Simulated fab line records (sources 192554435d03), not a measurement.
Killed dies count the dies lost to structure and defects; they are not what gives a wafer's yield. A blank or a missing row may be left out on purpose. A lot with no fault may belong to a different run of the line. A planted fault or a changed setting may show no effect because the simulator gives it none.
Matching of chambers || flow n5-finfet || rie-si-04 running N5_FIN_SAQP_FIN_ETCH_36: 4 sister chambers
The step etches the open film in HBr/Cl2/O2, target depth 120 nm, time 50.4 s. 22 wafers are shown with their chamber, then 10 later ones without.

## WAFERS WITH THEIR CHAMBER
{"wafer": "L075.2", "chamber": 3, "throttle-valve-pct (%)": 36.4, "drypump-motor-current-A (A)": 5.6, "oes-product-au (a.u.)": 0.975}
{"wafer": "L075.4", "chamber": 0, "throttle-valve-pct (%)": 36.3, "drypump-motor-current-A (A)": 5.6, "oes-product-au (a.u.)": 0.976}
{"wafer": "L075.6", "chamber": 2, "throttle-valve-pct (%)": 34.9, "drypump-motor-current-A (A)": 6.4, "oes-product-au (a.u.)": 1.005}
{"wafer": "L078.1", "chamber": 0, "throttle-valve-pct (%)": 36.4, "drypump-motor-current-A (A)": 5.6, "oes-product-au (a.u.)": 0.982}
{"wafer": "L078.5", "chamber": 1, "throttle-valve-pct (%)": 36.0, "drypump-motor-current-A (A)": 5.5, "oes-product-au (a.u.)": 0.990}
{"wafer": "L078.6", "chamber": 2, "throttle-valve-pct (%)": 34.9, "drypump-motor-current-A (A)": 6.5, "oes-product-au (a.u.)": 1.004}
{"wafer": "L080.1", "chamber": 1, "throttle-valve-pct (%)": 36.0, "drypump-motor-current-A (A)": 5.5, "oes-product-au (a.u.)": 0.989}
{"wafer": "L080.3", "chamber": 3, "throttle-valve-pct (%)": 36.4, "drypump-motor-current-A (A)": 5.6, "oes-product-au (a.u.)": 0.964}
{"wafer": "L080.6", "chamber": 2, "throttle-valve-pct (%)": 34.9, "drypump-motor-current-A (A)": 6.4, "oes-product-au (a.u.)": 1.004}
{"wafer": "L081.2", "chamber": 0, "throttle-valve-pct (%)": 36.4, "drypump-motor-current-A (A)": 5.6, "oes-product-au (a.u.)": 0.957}
{"wafer": "L081.5", "chamber": 3, "throttle-valve-pct (%)": 36.4, "drypump-motor-current-A (A)": 5.6, "oes-product-au (a.u.)": 0.955}
{"wafer": "L082.3", "chamber": 1, "throttle-valve-pct (%)": 36.0, "drypump-motor-current-A (A)": 5.5, "oes-product-au (a.u.)": 1.001}
{"wafer": "L082.4", "chamber": 0, "throttle-valve-pct (%)": 36.3, "drypump-motor-current-A (A)": 5.6, "oes-product-au (a.u.)": 0.957}
{"wafer": "L082.6", "chamber": 1, "throttle-valve-pct (%)": 36.0, "drypump-motor-current-A (A)": 5.5, "oes-product-au (a.u.)": 0.999}
{"wafer": "L083.2", "chamber": 3, "throttle-valve-pct (%)": 36.4, "drypump-motor-current-A (A)": 5.6, "oes-product-au (a.u.)": 0.963}
{"wafer": "L083.4", "chamber": 1, "throttle-valve-pct (%)": 36.0, "drypump-motor-current-A (A)": 5.5, "oes-product-au (a.u.)": 1.002}
{"wafer": "L083.6", "chamber": 1, "throttle-valve-pct (%)": 36.0, "drypump-motor-current-A (A)": 5.5, "oes-product-au (a.u.)": 1.004}
{"wafer": "L090.3", "chamber": 0, "throttle-valve-pct (%)": 36.3, "drypump-motor-current-A (A)": 5.6, "oes-product-au (a.u.)": 0.979}
{"wafer": "L090.4", "chamber": 2, "throttle-valve-pct (%)": 34.9, "drypump-motor-current-A (A)": 6.5, "oes-product-au (a.u.)": 1.024}
{"wafer": "L090.6", "chamber": 3, "throttle-valve-pct (%)": 36.4, "drypump-motor-current-A (A)": 5.6, "oes-product-au (a.u.)": 0.966}
{"wafer": "L092.1", "chamber": 3, "throttle-valve-pct (%)": 36.4, "drypump-motor-current-A (A)": 5.6, "oes-product-au (a.u.)": 0.964}
{"wafer": "L092.3", "chamber": 1, "throttle-valve-pct (%)": 36.0, "drypump-motor-current-A (A)": 5.5, "oes-product-au (a.u.)": 1.001}

SIGNATURES (means of the wafers above)
{"reading": "throttle-valve-pct", "chamber 0": 36.340, "chamber 1": 36.000, "chamber 2": 34.900, "chamber 3": 36.400, "scatter within a chamber": 0.0258}
{"reading": "drypump-motor-current-A", "chamber 0": 5.600, "chamber 1": 5.500, "chamber 2": 6.450, "chamber 3": 5.600, "scatter within a chamber": 0.0236}
{"reading": "oes-product-au", "chamber 0": 0.97020, "chamber 1": 0.99800, "chamber 2": 1.00925, "chamber 3": 0.96450, "scatter within a chamber": 0.00853}
Rule: for each reading, subtract the chamber's mean from the wafer's reading, divide by that reading's scatter and square the result; add these up over the readings and take the root, which gives the wafer's distance from the chamber. The wafer belongs to the nearest chamber; if the next one is less than 2 further off, it can't be placed. The scatter: take each reading less its chamber's mean, square it, sum over the shown wafers, divide by the number of wafers less the number of chambers, and take the root.

## WAFERS WHOSE CHAMBER IS MISSING
{"wafer": "L092.4", "throttle-valve-pct (%)": 34.9, "drypump-motor-current-A (A)": 6.5, "oes-product-au (a.u.)": 1.005}
{"wafer": "L093.1", "throttle-valve-pct (%)": 36.3, "drypump-motor-current-A (A)": 5.6, "oes-product-au (a.u.)": 0.965}
{"wafer": "L093.4", "throttle-valve-pct (%)": 34.9, "drypump-motor-current-A (A)": 6.4, "oes-product-au (a.u.)": 1.009}
{"wafer": "L093.6", "throttle-valve-pct (%)": 36.3, "drypump-motor-current-A (A)": 5.6, "oes-product-au (a.u.)": 0.981}
{"wafer": "L094.2", "throttle-valve-pct (%)": 36.0, "drypump-motor-current-A (A)": 5.5, "oes-product-au (a.u.)": 0.995}
{"wafer": "L094.4", "throttle-valve-pct (%)": 34.9, "drypump-motor-current-A (A)": 6.4, "oes-product-au (a.u.)": 1.006}
{"wafer": "L094.5", "throttle-valve-pct (%)": 36.4, "drypump-motor-current-A (A)": 5.7, "oes-product-au (a.u.)": 0.968}
{"wafer": "L096.1", "throttle-valve-pct (%)": 36.4, "drypump-motor-current-A (A)": 5.6, "oes-product-au (a.u.)": 0.969}
{"wafer": "L096.4", "throttle-valve-pct (%)": 34.9, "drypump-motor-current-A (A)": 6.5, "oes-product-au (a.u.)": 1.014}
{"wafer": "L096.5", "throttle-valve-pct (%)": 36.0, "drypump-motor-current-A (A)": 5.5, "oes-product-au (a.u.)": 0.987}

## WHICH CHAMBER EACH WENT THROUGH
{"wafer": "L092.4", "from the rows above": 2, "in truth": 2}
{"wafer": "L093.1", "from the rows above": 0, "in truth": 0}
{"wafer": "L093.4", "from the rows above": 2, "in truth": 2}
{"wafer": "L093.6", "from the rows above": 0, "in truth": 0}
{"wafer": "L094.2", "from the rows above": 1, "in truth": 1}
{"wafer": "L094.4", "from the rows above": 2, "in truth": 2}
{"wafer": "L094.5", "from the rows above": "can't be placed: 3 or 0", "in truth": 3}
{"wafer": "L096.1", "from the rows above": "can't be placed: 3 or 0", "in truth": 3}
{"wafer": "L096.4", "from the rows above": 2, "in truth": 2}
{"wafer": "L096.5", "from the rows above": 1, "in truth": 1}
Correctly placed: 8 of 10. Unplaceable from these rows: 2, with the true chamber sitting among the candidates in 2. Wrongly placed: 0.
